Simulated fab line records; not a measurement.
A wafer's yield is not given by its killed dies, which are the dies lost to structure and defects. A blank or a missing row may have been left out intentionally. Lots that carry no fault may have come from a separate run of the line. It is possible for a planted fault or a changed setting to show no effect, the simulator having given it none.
fab line records + flow nandHarc + part 2 of 2: steps 23 to 34 of 34
record:
- lots: 5
- wafers: 15
- lastDay: 23
route steps=1159 shown P_M1@313 P_M2@318
lots with no fault: from the same line, run without faults
startH: hours from the record's first day to the start of the lot's first wafer shown + waitH: hours since the lot's step before + " unchanged from the row above + L1.1+2: several wafers, shown together as one row + - either no value or no given start + * or withheld: withheld + < > ~ a bound
route shown NAME@n: NAME is a module with steps in the file, n the number in the route of the first one + usual: mean and standard deviation over wafers with no fault + same: alike in all rows + chamber/n: place in a boat + sites: the reading at each site + _std_site: standard deviation across them + _edge_site: inner sites' mean taken away from outer sites' mean + radiusMm: for every site, how far away it sits from the centre of the wafer + mask NAME#n: copy n + behind: tool/chamber where the wafer was last shaped + hold: why the lot was held/for how many hours/how that ended + device: whichever transistor did not switch (one of n, p or np) + end of line: the tests these same wafers got at the end of their route + step lacking rows: just its recipe + killed: dies that structure and defects cost at the first sort, which is not the same as the wafer's yield + map: shows each die of a wafer: x if killed, . if not, _ if none is there
set.NAME: setting as actually run; set.NAME@STEP: the setting as run at that earlier step + model.NAME: the simulator's own value behind a step, which no gauge read
lots at some steps of the route; a table a step, a row a wafer
services: from which hour (startH, from the record's first day; less than 0 if before it) a tool's chamber was out of use, for how many hours, and why
== steps ==
step: NHARC_P_M2_ETCH_28
recipe:
- targetDepthA: 300
- overEtchFrac: 0.3
- timeS: 72.99
- ionEnergyEv: 150
- cf4FlowSccm: 50
- n2FlowSccm: 100
- arFlowSccm: 150
- rfW: 300
- biasW: 100
- chemistry: CF4/N2
usual:
- cf4FlowSccm: 49.98/0.15
- chamberPressureMTorr: 30.002/0.029
- drypumpMotorCurrentA: 6.0/0.45
- n2FlowSccm: 100.00/0.29
- oesProductAu: 0.997/0.0078
- rfVppV: 314.8/2.1
- showerheadPlenumPTorr: 2.67/0.12
- throttleValvePct: 19.794/0.0091
same:
- overEtchFrac: 0.3
| lot.wafer | tool       | chamber | startH | waitH | cf4FlowSccm | chamberPressureMTorr | drypumpMotorCurrentA | n2FlowSccm | oesProductAu | rfHoursCounterH | rfVppV | showerheadPlenumPTorr | throttleValvePct |
|-----------|------------|---------|--------|-------|-------------|----------------------|----------------------|------------|--------------|-----------------|--------|-----------------------|------------------|
| L074.1    | rieDiel-07 | 3       | -      | -     | 50.30       | 30.020               | 6.3                  | 99.80      | 1.008        | 2               | 315.7  | 2.67                  | 19.788           |
| L074.4    | "          | 1       | "      | "     | 50.16       | 29.956               | 6.6                  | 99.52      | 1.007        | 1               | 314.7  | 2.68                  | 19.803           |
| L074.5    | "          | 2       | "      | "     | 50.15       | 29.994               | 5.8                  | 100.16     | 0.990        | -               | 315.9  | 2.82                  | 19.785           |
| L078.2    | rieDiel-07 | 1       | -      | -     | 50.05       | 29.953               | 6.7                  | 99.83      | 0.992        | 2               | 315.0  | 2.68                  | 19.793           |
| L078.1    | "          | 2       | "      | "     | 50.04       | 29.985               | 5.8                  | 100.31     | 0.994        | 3               | 317.1  | 2.81                  | 19.808           |
| L078.6    | "          | 0       | "      | "     | 50.15       | 29.988               | 5.4                  | 99.39      | 0.986        | -               | 311.9  | 2.48                  | 19.809           |
| L081.3    | rieDiel-07 | 0       | -      | -     | 50.02       | 29.972               | 5.4                  | 99.84      | 0.999        | 3               | 312.2  | 2.48                  | 19.788           |
| L081.4    | "          | 1       | "      | "     | 50.17       | 29.960               | 6.7                  | 99.53      | 0.988        | 3               | 315.6  | 2.68                  | 19.804           |
| L081.5    | "          | 3       | "      | "     | 50.21       | 30.018               | 6.3                  | 99.65      | 1.005        | -               | 314.7  | 2.67                  | 19.808           |
| L084.4    | rieDiel-01 | 2       | -      | -     | 49.90       | 30.032               | 6.6                  | 100.21     | 0.996        | 14              | 314.6  | 2.64                  | 19.787           |
| L084.3    | "          | 3       | "      | "     | 49.91       | 29.997               | 6.3                  | 100.25     | 1.006        | 14              | 315.4  | 2.76                  | 19.786           |
| L084.2    | "          | 0       | "      | "     | 49.80       | 30.046               | 6.4                  | 100.56     | 1.008        | 14              | 310.5  | 2.46                  | 19.815           |
| L088.3    | rieDiel-11 | 2       | -      | -     | 49.95       | 29.967               | 5.8                  | 100.16     | 0.999        | 4               | 313.0  | 2.49                  | 19.779           |
| L088.1    | "          | 3       | "      | "     | 49.99       | 30.059               | 5.8                  | 100.28     | 1.008        | 4               | 315.8  | 2.67                  | 19.783           |
| L088.6    | "          | 2       | "      | "     | 49.86       | 29.981               | 5.7                  | 99.77      | 0.995        | -               | 310.3  | 2.49                  | 19.784           |
step: NHARC_P_M2_STRIP_19
recipe:
- timeS: 600
- tempC: 30
- chemistry: postEtchResidueRemover
| lot.wafer  | tool        | chamber | startH | waitH |
|------------|-------------|---------|--------|-------|
| L074.1+4+5 | wetBench-08 | 1,2,3   | 128.46 | -     |
| L078.6+1+2 | wetBench-08 | 3,5,0   | 148.94 | -     |
| L081.4+5+3 | wetBench-08 | 7,3,4   | 165.58 | -     |
| L084.3+2+4 | wetBench-08 | 5,7,0   | 190.15 | -     |
| L088.3+1+6 | wetBench-08 | 0,2,4   | 219.88 | -     |
step: NHARC_P_M2_DEGAS_29
recipe:
- tempC: 250
- timeS: 60
usual:
- heaterPowerW: 336/34
| lot.wafer | tool          | chamber | startH | waitH | heaterPowerW |
|-----------|---------------|---------|--------|-------|--------------|
| L074.4    | pvdSputter-03 | -       | 128.73 | -     | 415          |
| L074.1    | "             | -       | "      | "     | 363          |
| L074.5    | "             | -       | "      | "     | 367          |
| L078.1    | pvdSputter-01 | -       | 149.20 | -     | 305          |
| L078.2    | "             | -       | "      | "     | 322          |
| L078.6    | "             | -       | "      | "     | 378          |
| L081.3    | pvdSputter-03 | -       | 165.89 | -     | 372          |
| L081.4    | "             | -       | "      | "     | 309          |
| L081.5    | "             | -       | "      | "     | 403          |
| L084.2    | pvdSputter-02 | -       | 190.41 | -     | 325          |
| L084.4    | "             | -       | "      | "     | 319          |
| L084.3    | "             | -       | "      | "     | 310          |
| L088.1    | pvdSputter-01 | -       | 220.14 | -     | 320          |
| L088.3    | "             | -       | "      | "     | 384          |
| L088.6    | "             | -       | "      | "     | 321          |
step: NHARC_P_M2_PRE_CLEAN_30
recipe:
- timeS: 30
- tempC: 280
- gas: H2/He
usual:
- heaterPowerW: 409/43
| lot.wafer | tool          | chamber | startH | waitH | heaterPowerW |
|-----------|---------------|---------|--------|-------|--------------|
| L074.4    | pvdSputter-03 | -       | -      | -     | 391          |
| L074.1    | "             | -       | "      | "     | 510          |
| L074.5    | "             | -       | "      | "     | 383          |
| L078.1    | pvdSputter-01 | -       | -      | -     | 392          |
| L078.2    | "             | -       | "      | "     | 376          |
| L078.6    | "             | -       | "      | "     | 467          |
| L081.3    | pvdSputter-03 | -       | -      | -     | 384          |
| L081.4    | "             | -       | "      | "     | 443          |
| L081.5    | "             | -       | "      | "     | 386          |
| L084.3    | pvdSputter-02 | -       | -      | -     | 381          |
| L084.2    | "             | -       | "      | "     | 411          |
| L084.4    | "             | -       | "      | "     | 402          |
| L088.3    | pvdSputter-01 | -       | -      | -     | 381          |
| L088.1    | "             | -       | "      | "     | 468          |
| L088.6    | "             | -       | "      | "     | 378          |
step: NHARC_P_M2_PVD_20
recipe:
- targetThkA: 50
- biasV: 168.6
- powerW: 15000
- chamberPressurePa: 0.12
- timeS: 8.06
- substrateTempC: 50
- material: TaN
usual:
- biasV: 168.4/1.6
- throttleValvePct: 29.9/0.84
| lot.wafer | tool          | chamber | startH | waitH | biasV | throttleValvePct |
|-----------|---------------|---------|--------|-------|-------|------------------|
| L074.4    | pvdSputter-03 | -       | -      | -     | 169.5 | 30.2             |
| L074.1    | "             | -       | "      | "     | 169.6 | 30.1             |
| L074.5    | "             | -       | "      | "     | 167.8 | 30.5             |
| L078.2    | pvdSputter-01 | -       | -      | -     | 166.7 | 29.5             |
| L078.1    | "             | -       | "      | "     | 167.8 | 29.7             |
| L078.6    | "             | -       | "      | "     | 165.5 | 29.5             |
| L081.3    | pvdSputter-03 | -       | -      | -     | 168.5 | 30.2             |
| L081.4    | "             | -       | "      | "     | 167.6 | 30.1             |
| L081.5    | "             | -       | "      | "     | 167.7 | 30.2             |
| L084.2    | pvdSputter-02 | -       | -      | -     | 170.6 | 31.7             |
| L084.4    | "             | -       | "      | "     | 168.6 | 31.2             |
| L084.3    | "             | -       | "      | "     | 169.0 | 29.0             |
| L088.1    | pvdSputter-01 | -       | -      | -     | 168.8 | 27.9             |
| L088.3    | "             | -       | "      | "     | 164.7 | 30.1             |
| L088.6    | "             | -       | "      | "     | 170.0 | 28.4             |
step: NHARC_P_M2_PVD_21
recipe:
- targetThkA: 300
- chamberPressurePa: 5
- powerW: 5000
- substrateTempC: 30
- timeS: 20.49
- material: Cu
usual:
- throttleValvePct: 29.9/0.85
| lot.wafer | tool          | chamber | startH | waitH | throttleValvePct |
|-----------|---------------|---------|--------|-------|------------------|
| L074.4    | pvdSputter-03 | -       | -      | -     | 30.2             |
| L074.1    | "             | -       | "      | "     | 29.2             |
| L074.5    | "             | -       | "      | "     | 30.2             |
| L078.2    | pvdSputter-01 | -       | -      | -     | 29.4             |
| L078.1    | "             | -       | "      | "     | 29.9             |
| L078.6    | "             | -       | "      | "     | 29.4             |
| L081.3    | pvdSputter-03 | -       | -      | -     | 30.3             |
| L081.4    | "             | -       | "      | "     | 30.3             |
| L081.5    | "             | -       | "      | "     | 30.3             |
| L084.4    | pvdSputter-02 | -       | -      | -     | 29.9             |
| L084.2    | "             | -       | "      | "     | 31.4             |
| L084.3    | "             | -       | "      | "     | 29.3             |
| L088.3    | pvdSputter-01 | -       | -      | -     | 31.0             |
| L088.1    | "             | -       | "      | "     | 30.3             |
| L088.6    | "             | -       | "      | "     | 29.5             |
step: NHARC_P_M2_ECD_22
recipe:
- targetThkA: 4000
- bathTempC: 25
- material: Cu
| lot.wafer  | tool     | chamber | startH | waitH |
|------------|----------|---------|--------|-------|
| L074.1+4+5 | ecdCu-02 | 1       | 129.14 | -     |
| L078.1+2+6 | ecdCu-01 | 1,0,1   | 149.56 | -     |
| L081.3+4+5 | ecdCu-02 | 0,1,1   | 166.70 | -     |
| L084.2+4+3 | ecdCu-01 | 1,1,0   | 190.77 | -     |
| L088.1+3+6 | ecdCu-02 | 0       | 220.52 | -     |
step: NHARC_P_M2_ANNEAL_31
recipe:
- tempC: 225
- timeS: 90
usual:
- wafer_temp_C_max: 226.3/0.64
| lot.wafer | tool         | chamber | startH | waitH | wafer_temp_C_max |
|-----------|--------------|---------|--------|-------|------------------|
| L074.1    | rtpAnneal-01 | 0       | 129.47 | 0.3   | 226.6            |
| L074.4    | "            | 0       | "      | "     | 226.9            |
| L074.5    | "            | 0       | "      | "     | 226.4            |
| L078.1    | rtpAnneal-01 | 0       | 150.21 | -     | 227.0            |
| L078.2    | "            | 0       | "      | "     | 227.2            |
| L078.6    | "            | 0       | "      | "     | 226.7            |
| L081.3    | rtpAnneal-01 | 0       | 167.14 | -     | 226.9            |
| L081.4    | "            | 0       | "      | "     | 226.8            |
| L081.5    | "            | 0       | "      | "     | 226.8            |
| L084.2    | rtpAnneal-01 | 0       | 191.21 | -     | 227.1            |
| L084.3    | "            | 0       | "      | "     | 227.0            |
| L084.4    | "            | 0       | "      | "     | 226.9            |
| L088.1    | rtpAnneal-02 | 0       | 220.90 | 0.3   | 226.3            |
| L088.3    | "            | 0       | "      | "     | 226.2            |
| L088.6    | "            | 0       | "      | "     | 225.9            |
step: NHARC_P_M2_CMP_23
recipe:
- tOverpolishS: 20
- targetThkNm: 144.3
usual:
- motorCurrentA: 12.8/1.2
- timeToEndpointS: 28.5/2.2
| lot.wafer | tool   | chamber | startH | waitH | motorCurrentA | timeToEndpointS |
|-----------|--------|---------|--------|-------|---------------|-----------------|
| L074.4    | cmp-01 | 0       | 129.81 | -     | 14.3          | 24.2            |
| L074.1    | "      | 1       | "      | "     | 12.1          | 26.4            |
| L074.5    | "      | 0       | "      | "     | 13.7          | 26.0            |
| L078.1    | cmp-02 | 2       | 150.58 | -     | 11.9          | 27.2            |
| L078.2    | "      | 3       | "      | "     | 12.3          | 26.3            |
| L078.6    | "      | 1       | "      | "     | 12.8          | 26.5            |
| L081.3    | cmp-04 | 3       | 167.41 | -     | 11.8          | 24.9            |
| L081.4    | "      | 0       | "      | "     | 14.7          | 29.4            |
| L081.5    | "      | 2       | "      | "     | 11.1          | 29.3            |
| L084.4    | cmp-02 | 0       | 191.50 | -     | 11.0          | 30.9            |
| L084.2    | "      | 1       | "      | "     | 12.9          | 26.7            |
| L084.3    | "      | 3       | "      | "     | 12.9          | 25.8            |
| L088.3    | cmp-02 | 0       | 221.30 | -     | 11.8          | 30.4            |
| L088.1    | "      | 1       | "      | "     | 12.8          | 31.8            |
| L088.6    | "      | 3       | "      | "     | 12.7          | 30.2            |
step: NHARC_P_M2_THK_MEAS_24
recipe:
- thkMeasGauge: xrf
usual:
- thkNm: 144.2/1.4
| lot.wafer | tool         | chamber | startH | waitH | thkNm |
|-----------|--------------|---------|--------|-------|-------|
| L074.1    | filmMetro-02 | -       | 130.13 | -     | 144.4 |
| L074.4    | "            | -       | "      | "     | 142.7 |
| L074.5    | "            | -       | "      | "     | 143.1 |
| L078.1    | filmMetro-01 | -       | 150.87 | -     | 143.6 |
| L078.2    | "            | -       | "      | "     | 145.4 |
| L078.6    | "            | -       | "      | "     | 143.2 |
| L081.3    | filmMetro-02 | -       | 167.70 | -     | 143.6 |
| L081.4    | "            | -       | "      | "     | 143.2 |
| L081.5    | "            | -       | "      | "     | 145.1 |
| L084.2    | filmMetro-01 | -       | 191.82 | -     | 144.6 |
| L084.3    | "            | -       | "      | "     | 143.1 |
| L084.4    | "            | -       | "      | "     | 144.0 |
| L088.1    | filmMetro-02 | -       | 221.56 | -     | 145.3 |
| L088.3    | "            | -       | "      | "     | 144.7 |
| L088.6    | "            | -       | "      | "     | 145.1 |
step: NHARC_P_M2_SRD_25
| lot.wafer  | tool        | chamber | startH | waitH |
|------------|-------------|---------|--------|-------|
| L074.1+4+5 | wetBench-10 | 2,3,6   | 130.18 | 0.0   |
| L078.2+1+6 | wetBench-08 | 3,5,6   | 150.92 | 0.0   |
| L081.3+5+4 | wetBench-10 | 2,4,7   | 167.74 | 0.0   |
| L084.4+3+2 | wetBench-10 | 6,7,0   | 191.87 | 0.0   |
| L088.3+6+1 | wetBench-08 | 5,6,0   | 221.61 | 0.0   |
step: NHARC_P_M2_INSPECT_27
usual:
- rawDefectCount: 325/120
| lot.wafer | tool             | chamber | startH | waitH | rawDefectCount |
|-----------|------------------|---------|--------|-------|----------------|
| L074.1    | defectInspect-02 | -       | 130.31 | 0.0   | 433            |
| L074.4    | "                | -       | "      | "     | 318            |
| L074.5    | "                | -       | "      | "     | 321            |
| L078.1    | defectInspect-01 | -       | 151.03 | 0.0   | 337            |
| L078.2    | "                | -       | "      | "     | 493            |
| L078.6    | "                | -       | "      | "     | 441            |
| L081.3    | defectInspect-02 | -       | 167.85 | 0.0   | 360            |
| L081.4    | "                | -       | "      | "     | 367            |
| L081.5    | "                | -       | "      | "     | 473            |
| L084.2    | defectInspect-01 | -       | 191.97 | 0.0   | 234            |
| L084.3    | "                | -       | "      | "     | 305            |
| L084.4    | "                | -       | "      | "     | 219            |
| L088.1    | defectInspect-02 | -       | 221.72 | 0.0   | 182            |
| L088.3    | "                | -       | "      | "     | 185            |
| L088.6    | "                | -       | "      | "     | 181            |
== services ==
| tool           | chamber | startH | hours | kind   |
|----------------|---------|--------|-------|--------|
| pvdSputter-03  | -       | 102.00 | 10.0  | pm     |
| pecvd-03       | -       | 111.24 | 13.0  | pm     |
| lithoTrack-06  | -       | 117.00 | 7.0   | pm     |
| rieDiel-07     | -       | 117.51 | 0.3   | repair |
| cmp-02         | -       | 128.97 | 4.0   | pm     |
| pvdSputter-02  | -       | 129.72 | 3.8   | repair |
| rieDiel-01     | -       | 137.80 | 9.0   | pm     |
| pecvd-04       | 2       | 139.24 | 6.8   | repair |
| rieDiel-11     | 2       | 140.05 | 15.5  | repair |
| cmp-02         | -       | 140.09 | 0.9   | repair |
| lithoTrack-04  | -       | 141.00 | 7.0   | pm     |
| pecvd-03       | 2       | 156.12 | 5.9   | repair |
| pvdSputter-01  | -       | 158.00 | 10.0  | pm     |
| cmp-02         | -       | 167.25 | 5.0   | repair |
| pecvd-01       | 0       | 177.41 | 8.9   | repair |
| ecdCu-02       | -       | 180.00 | 8.0   | pm     |
| rieDiel-11     | -       | 189.50 | 9.0   | pm     |
| pecvd-04       | -       | 195.32 | 13.0  | pm     |
| arfiScanner-01 | -       | 196.00 | 4.0   | pm     |
| pecvd-01       | 1       | 200.39 | 13.5  | repair |
| pvdSputter-03  | -       | 202.88 | 5.0   | repair |
| rieDiel-07     | -       | 209.87 | 2.0   | repair |
| pvdSputter-02  | -       | 214.04 | 10.0  | pm     |
| arfiScanner-01 | -       | 215.82 | 0.5   | repair |
